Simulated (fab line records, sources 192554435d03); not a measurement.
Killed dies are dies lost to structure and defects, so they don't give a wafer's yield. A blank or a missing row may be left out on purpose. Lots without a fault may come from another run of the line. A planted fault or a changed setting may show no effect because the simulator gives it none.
Which tool did it? | flow n5_finfet | 11 lots, 31 wafers sampled, at 1 step of a route of 1938

WHAT THE GAUGES READ, wafer by wafer
N5_SD_ACTIVATION_RS_MEAS_03: measures by four-point-probe.
lot  | measured    | on            | RS_SD_N (ohm/sq)
L849 | day 3 19:29 | film_metro-01 | 22.0 22.0 22.3
L850 | day 4 02:37 | film_metro-01 | 22.1 22.1 22.0
L851 | day 4 04:43 | film_metro-02 | 21.5 21.7 21.6
L853 | day 4 14:53 | film_metro-02 | 21.6 21.6 22.0
L854 | day 5 04:44 | film_metro-01 | 21.7 22.2 21.9
L855 | day 5 05:26 | film_metro-01 | 22.3 22.4 22.4
L858 | day 5 23:10 | film_metro-02 | 21.7 21.8 21.9
L857 | day 6 00:23 | film_metro-02 | 22.1 22.0 22.1
L863 | day 7 07:11 | film_metro-01 | 21.1
L867 | day 8 03:55 | film_metro-02 | 21.8 21.4 21.2
L870 | day 8 21:29 | film_metro-02 | 22.0 22.0 21.8

WHICH TOOL RAN EACH LOT (tool, then ch and the chambers of the sampled wafers, then the start)
The record holds no process step before these readings.

THE ANSWER, worked out from the rows above alone
Rule: what is usual is taken from the lots themselves. Put in order of their means at a reading, lots are off if they are a third of the lots or fewer, leave a main group of 4 or more, and stand apart from it by a gap of 3 or more times the standard deviation of the main group's means; of several such gaps the widest counts. A main group whose means are all the same, to the digits that the tables above print for the reading, isn't used. A lot without any number at a reading at which 4 lots or more have one is off too. The other lots that the step has rows for count as sound.
No lot is off at any reading shown: from this, nothing can be told.

WHAT THE SIMULATOR HAD PUT IN
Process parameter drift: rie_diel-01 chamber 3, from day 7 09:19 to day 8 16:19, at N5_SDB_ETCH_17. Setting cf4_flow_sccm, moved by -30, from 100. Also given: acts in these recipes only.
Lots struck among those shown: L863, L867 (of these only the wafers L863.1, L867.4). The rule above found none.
